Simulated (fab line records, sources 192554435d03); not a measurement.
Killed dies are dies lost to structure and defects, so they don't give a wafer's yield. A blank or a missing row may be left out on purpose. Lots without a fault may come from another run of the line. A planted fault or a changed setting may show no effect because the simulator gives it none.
Which tool did it? | flow n5_finfet | 11 lots, 33 wafers sampled, at 1 step of a route of 1938

WHAT THE GAUGES READ, wafer by wafer
N5_BEOL_M14_CD_MEAS_17: target cd 250 nm.
lot  | measured     | on        | cd_nm (nm)
L245 | day 10 23:55 | cd_sem-01 | 250.5 250.6 251.2
L247 | day 11 01:18 | cd_sem-02 | 250.1 251.0 250.8
L251 | day 12 02:04 | cd_sem-03 | 251.9 249.6 253.3
L250 | day 12 02:07 | cd_sem-02 | 249.3 249.7 249.1
L252 | day 12 09:03 | cd_sem-01 | 249.5 250.2 251.8
L256 | day 13 16:07 | cd_sem-03 | 249.8 250.0 248.2
L255 | day 13 18:55 | cd_sem-02 | 252.3 252.0 251.9
L258 | day 13 21:26 | cd_sem-03 | 252.7 249.3 254.0
L259 | day 14 12:57 | cd_sem-03 | 252.1 252.8 254.5
L268 | day 17 09:44 | cd_sem-03 | 252.0 250.3 248.4
L267 | day 17 11:32 | cd_sem-01 | 251.0 251.1 250.7

WHICH TOOL RAN EACH LOT (tool, then ch and the chambers of the sampled wafers, then the start)
The record holds no process step before these readings.

THE ANSWER, worked out from the rows above alone
Rule: what is usual is taken from the lots themselves. Put in order of their means at a reading, lots are off if they are a third of the lots or fewer, leave a main group of 4 or more, and stand apart from it by a gap of 3 or more times the standard deviation of the main group's means; of several such gaps the widest counts. A main group whose means are all the same, to the digits that the tables above print for the reading, isn't used. A lot without any number at a reading at which 4 lots or more have one is off too. The other lots that the step has rows for count as sound.
No lot is off at any reading shown: from this, nothing can be told.

WHAT THE SIMULATOR HAD PUT IN
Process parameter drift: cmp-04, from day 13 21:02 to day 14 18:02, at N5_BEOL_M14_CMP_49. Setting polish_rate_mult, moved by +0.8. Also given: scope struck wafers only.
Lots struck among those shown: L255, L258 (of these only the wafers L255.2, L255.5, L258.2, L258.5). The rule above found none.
